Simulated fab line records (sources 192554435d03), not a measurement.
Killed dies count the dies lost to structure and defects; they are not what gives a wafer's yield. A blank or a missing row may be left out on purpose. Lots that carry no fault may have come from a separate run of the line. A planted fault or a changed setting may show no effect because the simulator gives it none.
Which tool is to blame? -- flow n5Finfet -- 24 lots with 72 wafers sampled at 6 steps, on a route of 1938 steps

WHAT THE GAUGES SHOWED, per wafer
N5_BEOL_M13_OVL_MEAS_29.
lot,measured,on,M13_OVL (nm)
L074,day 10 19:17,overlay-01,2 16 10
L076,day 11 05:09,overlay-02,3 -6 0
L075,day 11 08:18,overlay-01,2 5 0
L077,day 12 04:48,overlay-02,11 0 8
L078,day 12 13:21,overlay-02,8 6 14
L079,day 12 21:36,overlay-02,7 2 0
L080,day 12 22:24,overlay-01,7 1 10
L083,day 13 15:43,overlay-02,6 8 6
L081,day 13 21:53,overlay-02,2 -2 1
L084,day 13 23:56,overlay-01,6 8 -3
L082,day 14 06:34,overlay-01,6 6 9
L085,day 14 09:55,overlay-02,-1 1 0
L086,day 14 19:13,overlay-02,10 13 9
L087,day 15 00:15,overlay-02,-1 5 -3
L088,day 15 08:50,overlay-01,3 5 4
L090,day 15 13:39,overlay-02,5 0 4
L089,day 15 16:38,overlay-01,13 9 12
L091,day 15 17:37,overlay-02,-1 -3 2
L093,day 15 20:36,overlay-02,-4 0 -2
L094,day 15 23:08,overlay-02,4 5 2
L096,day 15 23:28,overlay-02,1 7 8
L092,day 16 03:33,overlay-02,11 5 7
L095,day 17 04:49,overlay-01,1 2 7
L097,day 17 18:12,overlay-02,8 7 2

N5_BEOL_M14_OVL_MEAS_11.
lot,measured,on,V13_OVL (nm)
L074,day 11 00:50,overlay-01,-6 2 0
L076,day 11 08:58,overlay-02,-7 -2 -8
L075,day 11 12:31,overlay-01,-2 0 -9
L077,day 12 09:16,overlay-02,-1 -5 -4
L078,day 12 20:03,overlay-02,-1 -7 -6
L079,day 13 01:44,overlay-02,-19 -8 -14
L080,day 13 04:54,overlay-02,8 -2 -2
L083,day 13 21:44,overlay-02,-5 -7 -9
L081,day 14 01:10,overlay-02,1 -4 -6
L084,day 14 06:24,overlay-01,0 -8 3
L082,day 14 15:22,overlay-02,0 -8 2
L085,day 14 15:39,overlay-01,-3 -8 0
L086,day 14 23:59,overlay-02,1 -1 -2
L087,day 15 04:11,overlay-01,3 -6 -7
L088,day 15 14:10,overlay-01,1 0 5
L090,day 15 16:57,overlay-01,3 -1 7
L089,day 16 03:05,overlay-02,-8 -2 -6
L091,day 15 22:35,overlay-01,0 -5 -9
L093,day 16 03:31,overlay-02,5 4 5
L094,day 16 07:25,overlay-02,2 0 3
L096,day 16 05:22,overlay-02,2 0 1
L092,day 16 09:27,overlay-02,1 -3 -2
L095,day 17 08:17,overlay-01,-5 -10 -1
L097,day 17 22:17,overlay-01,2 -1 2

N5_BEOL_M14_INSPECT_12: inspects for defects (macro).
lot,measured,on,rawDefectCount
L074,day 11 00:51,defectInspect-01,5 2 2
L076,day 11 08:59,defectInspect-01,1 4 1
L075,day 11 12:32,defectInspect-02,2 2 4
L077,day 12 09:17,defectInspect-02,3 1 0
L078,day 12 20:04,defectInspect-01,3 2 0
L079,day 13 01:45,defectInspect-01,1 5 2
L080,day 13 04:55,defectInspect-01,3 2 1
L083,day 13 21:45,defectInspect-02,3 2 2
L081,day 14 01:11,defectInspect-02,6 1 3
L084,day 14 06:25,defectInspect-01,0 3 3
L082,day 14 15:24,defectInspect-01,1 2 1
L085,day 14 15:40,defectInspect-01,2 4 3
L086,day 15 00:01,defectInspect-01,1 0 2
L087,day 15 04:12,defectInspect-01,2 3 2
L088,day 15 14:11,defectInspect-01,1 2 2
L090,day 15 16:58,defectInspect-02,1 4 1
L089,day 16 03:07,defectInspect-02,4 1 4
L091,day 15 22:36,defectInspect-01,0 3 3
L093,day 16 03:32,defectInspect-01,3 2 3
L094,day 16 07:26,defectInspect-01,0 2 1
L096,day 16 05:23,defectInspect-02,3 2 3
L092,day 16 09:28,defectInspect-01,0 5 2
L095,day 17 08:19,defectInspect-02,0 3 0
L097,day 17 22:18,defectInspect-02,1 1 3

N5_BEOL_M14_CD_MEAS_17 targets a cd of 250 nm.
lot,measured,on,cdNm (nm)
L074,day 11 01:51,cdSem-01,253.0 256.0 255.6
L076,day 11 09:44,cdSem-03,253.9 252.4 252.4
L075,day 11 13:00,cdSem-03,249.8 250.0 249.0
L077,day 12 09:46,cdSem-01,251.5 248.6 250.8
L078,day 12 20:35,cdSem-02,252.0 253.6 251.5
L079,day 13 02:16,cdSem-01,248.2 248.5 249.3
L080,day 13 05:23,cdSem-02,250.9 249.4 250.8
L083,day 13 22:13,cdSem-03,248.6 248.7 250.6
L081,day 14 01:40,cdSem-03,252.5 250.2 253.2
L084,day 14 06:58,cdSem-02,252.7 249.0 250.2
L082,day 14 16:16,cdSem-01,252.5 250.9 249.9
L085,day 14 16:37,cdSem-01,253.0 251.3 249.7
L086,day 15 00:29,cdSem-03,252.5 252.6 256.1
L087,day 15 04:40,cdSem-01,253.7 250.9 252.1
L088,day 15 14:55,cdSem-01,256.8 253.3 254.1
L090,day 15 17:49,cdSem-03,248.5 249.0 252.4
L089,day 16 03:35,cdSem-01,251.4 250.5 249.1
L091,day 15 23:04,cdSem-03,249.8 250.2 250.1
L093,day 16 04:19,cdSem-02,253.6 253.6 252.8
L094,day 16 08:30,cdSem-03,250.7 252.1 254.8
L096,day 16 06:04,cdSem-02,256.3 253.0 253.7
L092,day 16 09:56,cdSem-02,248.3 245.6 247.7
L095,day 17 08:47,cdSem-02,250.3 252.4 249.2
L097,day 17 22:55,cdSem-02,249.6 251.8 250.2

WHAT TOOL EACH LOT RAN ON (gives the tool, then ch and the chambers of the sampled wafers, and finally the start)
lot,N5_BEOL_M13_STRIP_37,N5_BEOL_M14_ETCH_59
L074,"plasmaAsher-01 ch 0,1, day 10 19:58","rieDiel-06 ch 0,2,3, day 11 01:28"
L076,"plasmaAsher-01 ch 0,1, day 11 05:59","rieDiel-02 ch 0,2, day 11 09:20"
L075,"plasmaAsher-02 ch 0,1, day 11 08:59","rieDiel-01 ch 0,1,2, day 11 12:36"
L077,"plasmaAsher-01 ch 0,1, day 12 05:30","rieDiel-01 ch 1,2, day 12 09:22"
L078,"plasmaAsher-02 ch 0,1, day 12 14:10","rieDiel-01 ch 0,2, day 12 20:08"
L079,"plasmaAsher-02 ch 0,1, day 12 22:33","rieDiel-02 ch 0,3, day 13 01:52"
L080,"plasmaAsher-01 ch 0,1, day 12 23:23","rieDiel-01 ch 1,2,3, day 13 04:59"
L083,"plasmaAsher-02 ch 0, day 13 16:23","rieDiel-06 ch 0,3, day 13 21:49"
L081,"plasmaAsher-02 ch 0,1, day 13 22:33","rieDiel-01 ch 0,1,2, day 14 01:16"
L084,"plasmaAsher-02 ch 0,1, day 14 00:37","rieDiel-01 ch 2,3, day 14 06:34"
L082,"plasmaAsher-01 ch 0,1, day 14 07:16","rieDiel-02 ch 1,2,3, day 14 15:52"
L085,"plasmaAsher-02 ch 0,1, day 14 10:35","rieDiel-02 ch 2,3, day 14 16:13"
L086,"plasmaAsher-01 ch 0,1, day 14 19:55","rieDiel-02 ch 0,2,3, day 15 00:07"
L087,"plasmaAsher-02 ch 0,1, day 15 01:04","rieDiel-06 ch 1,2,3, day 15 04:16"
L088,"plasmaAsher-01 ch 0,1, day 15 09:31","rieDiel-06 ch 0,2,3, day 15 14:31"
L090,"plasmaAsher-02 ch 0,1, day 15 14:20","rieDiel-01 ch 0,3, day 15 17:25"
L089,"plasmaAsher-01 ch 0,1, day 15 17:21","rieDiel-01 ch 1,3, day 16 03:11"
L091,"plasmaAsher-02 ch 0,1, day 15 18:32","rieDiel-06 ch 0,3, day 15 22:40"
L093,"plasmaAsher-01 ch 0,1, day 15 21:17","rieDiel-01 ch 0,1,3, day 16 03:55"
L094,"plasmaAsher-02 ch 0,1, day 15 23:49","rieDiel-01 ch 0,1,3, day 16 08:06"
L096,"plasmaAsher-01 ch 0,1, day 16 00:08","rieDiel-02 ch 0,1,2, day 16 05:40"
L092,"plasmaAsher-02 ch 0,1, day 16 04:17","rieDiel-01 ch 1,3, day 16 09:32"
L095,"plasmaAsher-02 ch 0,1, day 17 05:31","rieDiel-02 ch 0,3, day 17 08:23"
L097,"plasmaAsher-02 ch 0,1, day 17 18:53","rieDiel-02 ch 0,1,3, day 17 22:31"
- N5_BEOL_M13_STRIP_37: strips in N2/H2.
- N5_BEOL_M14_ETCH_59: etches BARC in N2/H2, target depth 89 nm, overetch 26.7 nm, time 67.9 s.

WHAT THE TOOLS THEMSELVES READ (means of the sampled wafers that have a number; where no wafer has one, the mark that the record gives instead)
N5_BEOL_M13_STRIP_37.
lot,tool,drypumpMotorCurrentA (A),h2FlowSccm (sccm),heaterPowerW (W),oesProductAu (a.u.),tempC (C)
L074,plasmaAsher-01,5.7,3243,353,0.790,250.11
L076,plasmaAsher-01,5.6,3239,357,0.786,250.02
L075,plasmaAsher-02,5.2,3240,297,0.787,249.76
L077,plasmaAsher-01,5.6,3250,355,0.785,249.82
L078,plasmaAsher-02,5.2,3252,282,0.796,249.87
L079,plasmaAsher-02,5.2,3250,295,0.780,250.15
L080,plasmaAsher-01,5.9,3245,340,0.780,250.11
L083,plasmaAsher-02,5.2,3263,308,0.786,250.34
L081,plasmaAsher-02,5.2,3255,301,0.779,249.93
L084,plasmaAsher-02,5.2,3253,299,0.784,249.90
L082,plasmaAsher-01,5.9,3259,337,0.790,250.33
L085,plasmaAsher-02,5.2,3247,282,0.774,250.04
L086,plasmaAsher-01,5.6,3255,350,0.791,250.16
L087,plasmaAsher-02,5.2,3255,300,0.784,250.00
L088,plasmaAsher-01,5.9,3253,333,0.784,249.90
L090,plasmaAsher-02,5.2,3253,282,0.771,249.95
L089,plasmaAsher-01,5.7,3250,354,0.799,249.91
L091,plasmaAsher-02,5.2,3245,298,0.775,250.01
L093,plasmaAsher-01,5.6,3257,353,0.785,249.86
L094,plasmaAsher-02,5.2,3239,279,0.782,250.22
L096,plasmaAsher-01,5.6,3254,349,0.781,250.05
L092,plasmaAsher-02,5.1,3241,280,0.776,250.11
L095,plasmaAsher-02,5.1,3256,283,0.774,249.95
L097,plasmaAsher-02,5.2,3252,301,0.774,249.73

N5_BEOL_M14_ETCH_59.
lot,tool,drypumpMotorCurrentA (A),h2FlowSccm (sccm),oesProductAu (a.u.),rfFwdPowerW (W),rfVppV (V),showerheadPlenumPTorr (Torr),throttleValvePct (%)
L074,rieDiel-06,5.3,200.2,0.67,832,525.3,2.58,17.97
L076,rieDiel-02,5.3,200.0,0.69,831,526.3,2.67,17.95
L075,rieDiel-01,5.5,200.3,0.70,833,524.9,2.56,17.76
L077,rieDiel-01,5.2,199.5,0.62,834,523.1,2.53,17.97
L078,rieDiel-01,5.1,200.1,0.66,833,523.7,2.54,17.80
L079,rieDiel-02,5.6,199.8,0.64,835,524.4,2.58,17.98
L080,rieDiel-01,5.4,200.4,0.69,834,522.8,2.52,17.80
L083,rieDiel-06,5.3,200.0,0.65,828,525.3,2.58,18.18
L081,rieDiel-01,5.5,200.2,0.67,833,524.3,2.55,17.79
L084,rieDiel-01,4.9,199.7,0.65,836,522.8,2.51,17.84
L082,rieDiel-02,5.7,199.3,0.66,833,525.8,2.57,17.96
L085,rieDiel-02,5.7,199.9,0.67,836,524.5,2.54,17.87
L086,rieDiel-02,5.5,201.0,0.70,835,525.6,2.60,17.88
L087,rieDiel-06,5.4,200.1,0.71,832,524.2,2.55,17.66
L088,rieDiel-06,5.3,199.9,0.64,833,524.2,2.56,18.02
L090,rieDiel-01,5.5,200.0,0.76,835,524.5,2.56,17.48
L089,rieDiel-01,5.9,200.4,0.67,833,523.0,2.52,17.83
L091,rieDiel-06,5.3,199.8,0.64,828,523.9,2.57,18.20
L093,rieDiel-01,5.7,199.6,0.71,835,522.8,2.54,17.64
L094,rieDiel-01,5.6,199.5,0.71,832,524.3,2.54,17.65
L096,rieDiel-02,5.4,200.7,0.77,832,526.1,2.62,17.81
L092,rieDiel-01,5.9,199.8,0.67,835,523.0,2.52,17.83
L095,rieDiel-02,5.4,199.4,0.65,831,525.9,2.62,18.04
L097,rieDiel-02,5.6,199.5,0.69,833,525.2,2.59,17.99

THE ANSWER, worked out from the rows above alone
Rule: the usual values come from the lots themselves. Put in order of their means at a reading, lots are off if they are a third of the lots or fewer, leave a main group of 4 or more, and stand apart from it by a gap of 3 or more times the standard deviation of the main group's means; of several such gaps the widest counts. A main group is skipped when, at the precision printed for the reading in the tables above, its means are all equal. A lot without any number at a reading at which 4 lots or more have one is off too. Any other lot the step has rows for is counted as sound. The gauges are gone through in route order, then the tools' own readings, and for those a lot's mean is taken as printed above. At the first step where some lot is off, the reading lying furthest off is the one used; lots without a number count as furthest.
No lot is off at any reading shown: from this, nothing can be told.

WHAT THE SIMULATOR PUT IN
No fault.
